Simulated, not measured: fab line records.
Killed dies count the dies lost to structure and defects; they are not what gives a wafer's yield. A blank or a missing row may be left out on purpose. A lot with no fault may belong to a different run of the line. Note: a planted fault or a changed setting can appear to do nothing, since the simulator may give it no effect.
fab line records	flow n5_finfet
record: lots: 7	wafers: 39
route steps=1938 shown BEOL_M10@1512 BEOL_M13@1706 MIM_BOT_ETCH@1866
start_h: start of the lot's first displayed wafer, in hours after the record's first day	wait_h: hours elapsed since this lot's preceding step	" as in the row above	L1.1+2: a single row standing in for several wafers	- no value, or no start given	* or withheld: withheld	< > ~ a bound
route shown NAME@n: a module of which the file shows steps, and the number in the route of the first	usual: the fault-free wafers' mean and standard deviation	same: alike in all rows	chamber/n: place in a boat	sites: per-site readings	_std_site: standard deviation of those values	_edge_site: outer sites' mean less inner sites'	radius_mm: for every site, how far away it sits from the centre of the wafer	mask NAME#n: copy n	behind: tool/chamber where the wafer was last shaped	hold: reason for holding the lot/hours on hold/outcome of the hold	device: the n, p or np transistor that did not switch	end of line: tests of these same wafers at the route's end	a step without rows: its recipe alone	killed: dies lost to structure and defects at the first sort, not the wafer's yield	map: the dies of a wafer, with x for killed, . for not killed, _ for no die there
set.NAME: the setting the step ran with; set.NAME@STEP: the setting that earlier step ran with	model.NAME: the simulator's own value behind a step, which no gauge read
lots where settings were altered on purpose, with a table for each step and a row for each wafer
== steps ==
step: N5_BEOL_M10_TRENCH_ETCH_37
recipe: chemistry: C4F6/O2	target_depth_a: 1488.3	target: SiCOH_lowk	time_s: 48	ion_energy_ev: 250	pressure_mtorr: 30	source_w: 345	bias_w: 185	Ar_flow_sccm: 300	C4F6_flow_sccm: 10	O2_flow_sccm: 10
lot.wafer	tool	chamber	start_h	wait_h	set.time_s	model.etch.depth_nm	model.BEOL_M10.feature_depth_nm	model.TiN_of_BEOL_M10_HM_DEP_02.thk_nm
L074.1	rie_diel-04	0	-	-	28.49	89.59	89.6	17.2
L074.2	"	1	"	"	28.49	91.13	91.2	16.8
L074.3	"	3	"	"	48	149.6	149.6	15.6
L074.4	"	2	"	"	48	147.9	148	15.8
L074.5	"	1	"	"	28.49	90.7	90.8	17.2
L074.6	"	2	"	"	48	145.6	145.6	15.6
L077.1	rie_diel-03	2	-	-	48	147.9	147.8	16
L077.2	"	1	"	"	48	151.9	152	16
L077.3	"	3	"	"	48	144.4	144.4	16.4
L077.4	"	0	"	"	35.46	106.9	107	17.4
L077.5	"	1	"	"	35.46	112.5	112.6	17
L077.6	"	2	"	"	35.46	110.5	110.6	17.4
L078.1	rie_diel-03	0	-	-	48	146.3	146.4	16
L078.2	"	1	"	"	48	151.2	151.2	15.8
L078.3	"	3	"	"	39.29	118.9	119	16.8
L078.4	"	2	"	"	48	149.2	149.2	16
L078.5	"	3	"	"	39.29	117.7	117.8	17
L078.6	"	0	"	"	39.29	118.9	118.8	17
L079.1	rie_diel-04	0	-	-	48	150.7	150.8	16
L079.2	"	3	"	"	48	147.3	147.4	16.2
L079.5	"	3	"	"	48	148.2	148.2	16
L086.1	rie_diel-01	2	-	-	73.57	233.8	233.8	13.4
L086.2	"	0	"	"	48	150.7	150.6	16
L086.3	"	3	"	"	48	150.2	150.2	16
L086.4	"	1	"	"	48	150.8	150.8	16.2
L086.5	"	0	"	"	73.57	231.9	232	13.4
L086.6	"	3	"	"	73.57	230.9	231	14
L092.1	rie_diel-01	1	-	-	66.09	206.4	206.4	14.4
L092.2	"	0	"	"	66.09	206.1	206.2	14.8
L092.3	"	2	"	"	48	149.2	149.2	16.4
L092.4	"	3	"	"	48	149.6	149.6	15.8
L092.5	"	2	"	"	48	150.9	150.8	16.2
L092.6	"	1	"	"	66.09	209.1	209	14.2
L094.1	rie_diel-03	1	-	-	21.19	66.6	66.6	17.6
L094.2	"	3	"	"	48	144.4	144.4	15.6
L094.3	"	2	"	"	48	148.3	148.4	15.4
L094.4	"	0	"	"	21.19	63.47	63.4	17.6
L094.5	"	1	"	"	48	150.5	150.4	15.2
L094.6	"	0	"	"	21.19	63.5	63.6	17.6
step: N5_BEOL_M10_ETCH_41
recipe: chemistry: CH3F/O2	target: SiCN	target_depth_a: 426	taper_deg: 2	time_s: 86	ion_energy_ev: 120	mask_material: TiN	pressure_mtorr: 30	source_w: 395	bias_w: 75	Ar_flow_sccm: 150	CH3F_flow_sccm: 30	O2_flow_sccm: 20
step: N5_BEOL_M10_STRIP_77
recipe: chemistry: N2/H2	time_s: 10	power_w: 450	temp_c: 40	pressure_mtorr: 20	rf_frequency_hz: 6e+07	bias_power_w: 7	n2_flow_sccm: 200	h2_flow_sccm: 200
step: N5_BEOL_M10_OCD_MEAS_38
usual: trench_depth_nm: 149.0/2.9
lot.wafer	tool	chamber	start_h	wait_h	set.time_s@BEOL_M10_TRENCH_ETCH_37	trench_depth_nm
L074.1	ocd-02	-	243.24	-	28.49	89.4
L074.2	"	-	"	"	28.49	91.5
L074.3	"	-	"	"	48	149.7
L074.4	"	-	"	"	48	147.9
L074.5	"	-	"	"	28.49	90.5
L074.6	"	-	"	"	48	145.4
L077.1	ocd-01	-	267.87	-	48	148.3
L077.2	"	-	"	"	48	152.4
L077.3	"	-	"	"	48	144.9
L077.4	"	-	"	"	35.46	107.3
L077.5	"	-	"	"	35.46	112.6
L077.6	"	-	"	"	35.46	110.6
L078.1	ocd-02	-	268.34	-	48	146.3
L078.2	"	-	"	"	48	150.8
L078.3	"	-	"	"	39.29	118.4
L078.4	"	-	"	"	48	149.0
L078.5	"	-	"	"	39.29	117.8
L078.6	"	-	"	"	39.29	118.8
L079.1	ocd-02	-	278.52	-	48	150.4
L079.2	"	-	"	"	48	146.8
L079.5	"	-	"	"	48	148.2
L086.1	ocd-01	-	331.74	-	73.57	233.8
L086.2	"	-	"	"	48	150.2
L086.3	"	-	"	"	48	150.0
L086.4	"	-	"	"	48	150.3
L086.5	"	-	"	"	73.57	232.0
L086.6	"	-	"	"	73.57	231.7
L092.1	ocd-01	-	369.93	-	66.09	206.6
L092.2	"	-	"	"	66.09	206.0
L092.3	"	-	"	"	48	149.0
L092.4	"	-	"	"	48	149.5
L092.5	"	-	"	"	48	151.1
L092.6	"	-	"	"	66.09	208.7
L094.1	ocd-01	-	370.63	-	21.19	66.7
L094.2	"	-	"	"	48	144.4
L094.3	"	-	"	"	48	148.5
L094.4	"	-	"	"	21.19	63.2
L094.5	"	-	"	"	48	150.4
L094.6	"	-	"	"	21.19	63.2
step: N5_BEOL_M10_HM_STRIP_39
recipe: chemistry: peroxide_tin_strip	material: TiN	target_depth_a: 250	temp_c: 50	time_s: 158
step: N5_BEOL_M10_SRD_40
recipe: time_s: 30	temp_c: 23	rinse_liquid: diw	dry: ipa_marangoni
step: N5_BEOL_M10_ECD_50
recipe: material: Cu	target_thk_a: 3180
step: N5_BEOL_M10_ANNEAL_51
recipe: temp_c: 225	time_s: 90	ambient: N2
step: N5_BEOL_M10_CMP_52
recipe: stop_on: SiCOH_lowk	t_overpolish_s: 7	down_force_psi: 1	platen_rpm: 50	clearing_platen_down_force_psi: 1.5	clearing_platen_rpm: 50	post_cmp_clean: cu_alkaline	target_thk_nm: 140	clearing_platen_pad_velocity_m_s: 0.99484	pad_velocity_m_s: 0.99484
lot.wafer	tool	chamber	start_h	wait_h	set.time_s@BEOL_M10_TRENCH_ETCH_37	model.Cu_of_BEOL_M10_ECD_50.thk_nm
L074.2	cmp-02	3	246.39	0.2	28.49	82.8
L074.4	"	0	"	"	48	141.8
L074.1	"	1	"	"	28.49	81.8
L074.3+6	"	2,0	"	"	48	139.6
L074.5	"	3	"	"	28.49	82.4
L077.1	cmp-03	2	272.79	0.3	48	139.8
L077.4	"	3	"	"	35.46	99
L077.3	"	0	"	"	48	135.6
L077.2	"	1	"	"	48	142.6
L077.6	"	2	"	"	35.46	102
L077.5	"	3	"	"	35.46	105.4
L078.2	cmp-03	3	273.02	0.3	48	143.2
L078.3	"	0	"	"	39.29	109.4
L078.4	"	1	"	"	48	138.6
L078.1	"	2	"	"	48	137.8
L078.5	"	3	"	"	39.29	110.2
L078.6	"	0	"	"	39.29	110.6
L079.1	cmp-03	1	281.22	0.3	48	142.6
L079.2	"	2	"	"	48	140.2
L079.5	"	2	"	"	48	141.2
L086.4	cmp-03	3	333.74	0.1	48	144.4
L086.2	"	0	"	"	48	144
L086.3	"	1	"	"	48	141.4
L086.1	"	2	"	"	73.57	226.8
L086.6	"	3	"	"	73.57	224
L086.5	"	0	"	"	73.57	225
L092.1	cmp-02	1	373.32	0.3	66.09	197.2
L092.2	"	2	"	"	66.09	195.8
L092.4	"	3	"	"	48	139.8
L092.3	"	0	"	"	48	139.6
L092.5	"	1	"	"	48	141
L092.6	"	2	"	"	66.09	197.6
L094.1	cmp-02	1	373.59	0.3	21.19	57.2
L094.2	"	2	"	"	48	134
L094.3	"	3	"	"	48	137.4
L094.4	"	0	"	"	21.19	55.6
L094.6	"	1	"	"	21.19	54.2
L094.5	"	2	"	"	48	139.4
step: N5_BEOL_M10_THK_MEAS_53
recipe: thk_meas_gauge: xrf	reads: Cu_of_BEOL_M10_ECD_50
usual: M10_THK: 144/3.3
lot.wafer	tool	chamber	start_h	wait_h	set.time_s@BEOL_M10_TRENCH_ETCH_37	M10_THK[nm]
L074.1	film_metro-02	-	246.69	-	28.49	83
L074.2	"	-	"	"	28.49	84
L074.3	"	-	"	"	48	143
L074.4	"	-	"	"	48	144
L074.5	"	-	"	"	28.49	84
L074.6	"	-	"	"	48	143
L077.1	film_metro-01	-	273.09	-	48	143
L077.2	"	-	"	"	48	145
L077.3	"	-	"	"	48	138
L077.4	"	-	"	"	35.46	101
L077.5	"	-	"	"	35.46	107
L077.6	"	-	"	"	35.46	104
L078.1	film_metro-01	-	273.31	-	48	141
L078.2	"	-	"	"	48	147
L078.3	"	-	"	"	39.29	112
L078.4	"	-	"	"	48	142
L078.5	"	-	"	"	39.29	112
L078.6	"	-	"	"	39.29	113
L079.1	film_metro-02	-	281.52	-	48	146
L079.2	"	-	"	"	48	143
L079.5	"	-	"	"	48	144
L086.1	film_metro-02	-	334.03	-	73.57	234
L086.2	"	-	"	"	48	148
L086.3	"	-	"	"	48	145
L086.4	"	-	"	"	48	149
L086.5	"	-	"	"	73.57	232
L086.6	"	-	"	"	73.57	231
L092.1	film_metro-01	-	373.62	-	66.09	204
L092.2	"	-	"	"	66.09	202
L092.3	"	-	"	"	48	144
L092.4	"	-	"	"	48	144
L092.5	"	-	"	"	48	145
L092.6	"	-	"	"	66.09	204
L094.1	film_metro-02	-	373.89	-	21.19	59
L094.2	"	-	"	"	48	138
L094.3	"	-	"	"	48	141
L094.4	"	-	"	"	21.19	57
L094.5	"	-	"	"	48	144
L094.6	"	-	"	"	21.19	56
step: N5_BEOL_M10_PRE_CLEAN_55
recipe: gas: NH3	time_s: 15	temp_c: withheld	rf_power_w: 300
step: N5_BEOL_M10_DEP_56
recipe: material: SiCN	target_thk_a: 150	temp_c: withheld	precursor: 3MS/NH3	pressure_torr: 3	rf_w: 202	time_s: 26.5
step: N5_BEOL_M10_RS_MEAS_57
recipe: thk_meas_gauge: four-point-probe	reads: Cu_of_BEOL_M10_ECD_50+Co_of_BEOL_M10_CVD_75+TaN_of_BEOL_M10_ALD_74
usual: M10_RS: 0.150/0.0036
lot.wafer	tool	chamber	start_h	wait_h	set.time_s@BEOL_M10_TRENCH_ETCH_37	M10_RS[ohm/sq]
L074.1	film_metro-02	-	246.82	0.1	28.49	0.278
L074.2	"	-	"	"	28.49	0.273
L074.3	"	-	"	"	48	0.151
L074.4	"	-	"	"	48	0.148
L074.5	"	-	"	"	28.49	0.276
L074.6	"	-	"	"	48	0.151
L077.1	film_metro-02	-	273.22	0.1	48	0.151
L077.2	"	-	"	"	48	0.148
L077.3	"	-	"	"	48	0.156
L077.4	"	-	"	"	35.46	0.223
L077.5	"	-	"	"	35.46	0.207
L077.6	"	-	"	"	35.46	0.215
L078.1	film_metro-01	-	273.45	0.1	48	0.154
L078.2	"	-	"	"	48	0.147
L078.3	"	-	"	"	39.29	0.199
L078.4	"	-	"	"	48	0.153
L078.5	"	-	"	"	39.29	0.197
L078.6	"	-	"	"	39.29	0.196
L079.1	film_metro-01	-	281.65	0.1	48	0.148
L079.2	"	-	"	"	48	0.151
L079.5	"	-	"	"	48	0.150
L086.1	film_metro-02	-	334.17	0.1	73.57	0.089
L086.2	"	-	"	"	48	0.146
L086.3	"	-	"	"	48	0.149
L086.4	"	-	"	"	48	0.146
L086.5	"	-	"	"	73.57	0.090
L086.6	"	-	"	"	73.57	0.090
L092.1	film_metro-02	-	373.75	0.1	66.09	0.104
L092.2	"	-	"	"	66.09	0.105
L092.3	"	-	"	"	48	0.151
L092.4	"	-	"	"	48	0.151
L092.5	"	-	"	"	48	0.149
L092.6	"	-	"	"	66.09	0.104
L094.1	film_metro-01	-	374.02	0.1	21.19	0.426
L094.2	"	-	"	"	48	0.158
L094.3	"	-	"	"	48	0.155
L094.4	"	-	"	"	21.19	0.444
L094.5	"	-	"	"	48	0.152
L094.6	"	-	"	"	21.19	0.456
step: N5_BEOL_M13_SPUTTER_44
recipe: material: Ta	target_thk_a: 100	temp_c: 50	bias_v: 80	power_w: 15000	chamber_pressure_pa: 0.07	time_s: 16.13
lot.wafer	tool	chamber	start_h	wait_h	set.target_thk_a	model.Ta_of_BEOL_M13_SPUTTER_44.thk_nm
L074.1	pvd_sputter-02	-	268.19	0.0	121.6	12.2
L074.2+5	"	-	"	"	100	10.2
L074.3+4	"	-	"	"	121.6	12.4
L074.6	"	-	"	"	100	10
L078.1+3+4+5+6	pvd_sputter-02	-	294.52	0.0	100	10
L078.2	"	-	"	"	100	10.2
L077.1	pvd_sputter-01	-	294.91	0.0	61.86	6.2
L077.2	"	-	"	"	61.86	6
L077.3	"	-	"	"	100	10
L077.4	"	-	"	"	61.86	6.4
L077.5	"	-	"	"	100	9.8
L077.6	"	-	"	"	100	10.2
L079.1	pvd_sputter-02	-	304.00	0.0	100	10.2
L079.2+5	"	-	"	"	100	10
L086.1+3	pvd_sputter-02	-	350.72	0.0	100	10
L086.2	"	-	"	"	100	10.2
L086.4+5+6	"	-	"	"	100	9.8
L092.1+5	pvd_sputter-02	-	396.41	0.0	133.1	13.4
L092.2+3+4	"	-	"	"	100	10
L092.6	"	-	"	"	133.1	13.2
L094.1+5	pvd_sputter-03	-	399.67	0.0	100	10
L094.2	"	-	"	"	80.01	8
L094.3+6	"	-	"	"	80.01	8.2
L094.4	"	-	"	"	100	10.2
step: N5_BEOL_M13_SPUTTER_45
recipe: material: Cu	target_thk_a: 800	temp_c: -20	bias_v: 60	power_w: 26000	chamber_pressure_pa: 0.13	time_s: 13.33
step: N5_BEOL_M13_ECD_47
recipe: material: Cu	target_thk_a: 9360
step: N5_BEOL_M13_ANNEAL_48
recipe: temp_c: 225	time_s: 90	ambient: N2
step: N5_BEOL_M13_CMP_49
recipe: stop_on: SiOC	t_overpolish_s: 17.1	down_force_psi: 1	platen_rpm: 50	clearing_platen_down_force_psi: 1.5	clearing_platen_rpm: 50	post_cmp_clean: cu_alkaline	target_thk_nm: 420	clearing_platen_pad_velocity_m_s: 0.99484	pad_velocity_m_s: 0.99484
usual: barrier_field_endpoint_s: 30.6/0.81
lot.wafer	tool	chamber	start_h	wait_h	set.target_thk_a@BEOL_M13_SPUTTER_44	barrier_field_endpoint_s
L074.1	cmp-04	1	268.98	0.3	121.6	32.7
L074.3	"	2	"	"	121.6	33.0
L074.4	"	3	"	"	121.6	32.7
L074.2	"	0	"	"	100	30.9
L074.5	"	1	"	"	100	30.3
L074.6	"	2	"	"	100	30.2
L078.3	cmp-01	2	295.46	0.2	100	29.6
L078.2	"	3	"	"	100	29.8
L078.1	"	0	"	"	100	29.2
L078.4	"	1	"	"	100	30.3
L078.5	"	2	"	"	100	30.3
L078.6	"	3	"	"	100	29.8
L077.1	cmp-03	0	295.73	0.3	61.86	26.7
L077.4	"	1	"	"	61.86	26.3
L077.3	"	2	"	"	100	31.6
L077.2	"	3	"	"	61.86	27.2
L077.6	"	0	"	"	100	30.3
L077.5	"	1	"	"	100	30.8
L079.2	cmp-03	2	305.47	0.3	100	31.7
L079.1	"	3	"	"	100	31.9
L079.5	"	2	"	"	100	31.9
L086.4	cmp-01	3	351.38	0.1	100	29.6
L086.3	"	0	"	"	100	31.1
L086.1	"	1	"	"	100	31.4
L086.2	"	2	"	"	100	30.9
L086.6	"	3	"	"	100	29.9
L086.5	"	0	"	"	100	30.6
L092.3	cmp-04	1	397.33	0.2	100	30.7
L092.1	"	2	"	"	133.1	34.7
L092.2	"	3	"	"	100	30.0
L092.4	"	0	"	"	100	30.0
L092.6	"	1	"	"	133.1	34.3
L092.5	"	2	"	"	133.1	35.3
L094.1	cmp-03	3	400.33	0.3	100	33.3
L094.4	"	0	"	"	100	31.7
L094.2	"	1	"	"	80.01	28.9
L094.3	"	2	"	"	80.01	29.1
L094.6	"	3	"	"	80.01	30.4
L094.5	"	0	"	"	100	32.7
step: N5_MIM_BOT_ETCH_ETCH_04
recipe: chemistry: CF4/O2	target: SiNx	target_depth_a: 260	time_s: 13	ion_energy_ev: 100	pressure_mtorr: 40	source_w: 535	bias_w: 49	Ar_flow_sccm: 100	cf4_flow_sccm: 100	O2_flow_sccm: 10
lot.wafer	tool	chamber	start_h	wait_h	set.time_s	model.etch.depth_nm	model.MIM_BOT_ETCH.cd_offset_nm
L074.1	rie_diel-04	1	296.19	0.0	13	26.9	-0.2
L074.2	"	3	"	"	13	26.77	0
L074.3	"	2	"	"	18.83	36.45	-0.6
L074.4	"	0	"	"	18.83	38.61	-0.8
L074.5	"	2	"	"	18.83	36.55	-0.6
L074.6	"	1	"	"	13	26.93	-0.2
L078.1	rie_diel-03	0	309.67	0.0	6.001	11.73	0.6
L078.2	"	2	"	"	6.001	12.19	0.6
L078.3	"	1	"	"	13	27.04	-0.2
L078.4	"	2	"	"	13	26.32	0
L078.5	"	1	"	"	13	26.96	-0.2
L078.6	"	0	"	"	6.001	11.78	0.6
L077.1	rie_diel-03	2	314.42	0.0	13	26.08	0
L077.2	"	0	"	"	13	25.38	0.2
L077.3	"	1	"	"	13	26.84	0
L077.4	"	3	"	"	13	25	0
L077.5	"	3	"	"	13	25.07	0.2
L077.6	"	2	"	"	13	26.35	0
L079.1	rie_diel-04	1	330.51	0.0	13	26.72	0
L079.2	"	0	"	"	13	26.61	-0.2
L079.5	"	0	"	"	13	26.21	0
L086.1	rie_diel-04	1	367.45	0.0	16.96	34.79	-0.2
L086.2	"	3	"	"	13	26.31	0
L086.3	"	2	"	"	13	24.6	0.2
L086.4+5	"	0	"	"	16.96	34.07	-0.4
L086.6	"	1	"	"	13	26.79	0.2
L092.1	rie_diel-03	3	416.16	0.0	13	25.03	0
L092.2	"	2	"	"	8.973	18.19	0.2
L092.3+6	"	0,3	"	"	8.973	17.37	0.4
L092.4	"	1	"	"	13	26.84	-0.2
L092.5	"	0	"	"	13	24.76	0
L094.1	rie_diel-01	2	424.65	0.0	13	26.57	-0.2
L094.2	"	0	"	"	18.19	36.31	-0.4
L094.3	"	3	"	"	13	26.3	0
L094.4	"	1	"	"	13	26.25	0
L094.5	"	1	"	"	18.19	37.02	-0.4
L094.6	"	0	"	"	18.19	36.48	-0.4
== key ==
split: step: N5_BEOL_M10_TRENCH_ETCH_37	setting: time_s	stated: 48	by: wafer
response: step: N5_BEOL_M10_TRENCH_ETCH_37	reading: model.etch.depth_nm	change: +1.5	per: 1%	r: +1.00
response: step: N5_BEOL_M10_TRENCH_ETCH_37	reading: model.BEOL_M10.feature_depth_nm	change: +1.5	per: 1%	r: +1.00
response: step: N5_BEOL_M10_TRENCH_ETCH_37	reading: model.TiN_of_BEOL_M10_HM_DEP_02.thk_nm	change: -0.042	per: 1%	r: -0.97
response: step: N5_BEOL_M10_OCD_MEAS_38	reading: trench_depth_nm	change: +1.5	per: 1%	r: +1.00
response: step: N5_BEOL_M10_CMP_52	reading: model.Cu_of_BEOL_M10_ECD_50.thk_nm	change: +1.49	per: 1%	r: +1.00
response: step: N5_BEOL_M10_THK_MEAS_53	reading: M10_THK	change: +1.53	per: 1%	r: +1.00
response: step: N5_BEOL_M10_RS_MEAS_57	reading: M10_RS	shape: bent	at_lowest: 0.442	at_stated: 0.151	at_highest: 0.090
split: step: N5_BEOL_M13_SPUTTER_44	setting: target_thk_a	stated: 100	by: wafer
response: step: N5_BEOL_M13_SPUTTER_44	reading: model.Ta_of_BEOL_M13_SPUTTER_44.thk_nm	change: +0.0999	per: 1%	r: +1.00
response: step: N5_BEOL_M13_CMP_49	reading: barrier_field_endpoint_s	change: +0.124	per: 1%	r: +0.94
split: step: N5_MIM_BOT_ETCH_ETCH_04	setting: time_s	stated: 13	by: wafer
response: step: N5_MIM_BOT_ETCH_ETCH_04	reading: model.etch.depth_nm	change: +0.259	per: 1%	r: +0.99
response: step: N5_MIM_BOT_ETCH_ETCH_04	reading: model.MIM_BOT_ETCH.cd_offset_nm	change: -0.0123	per: 1%	r: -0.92
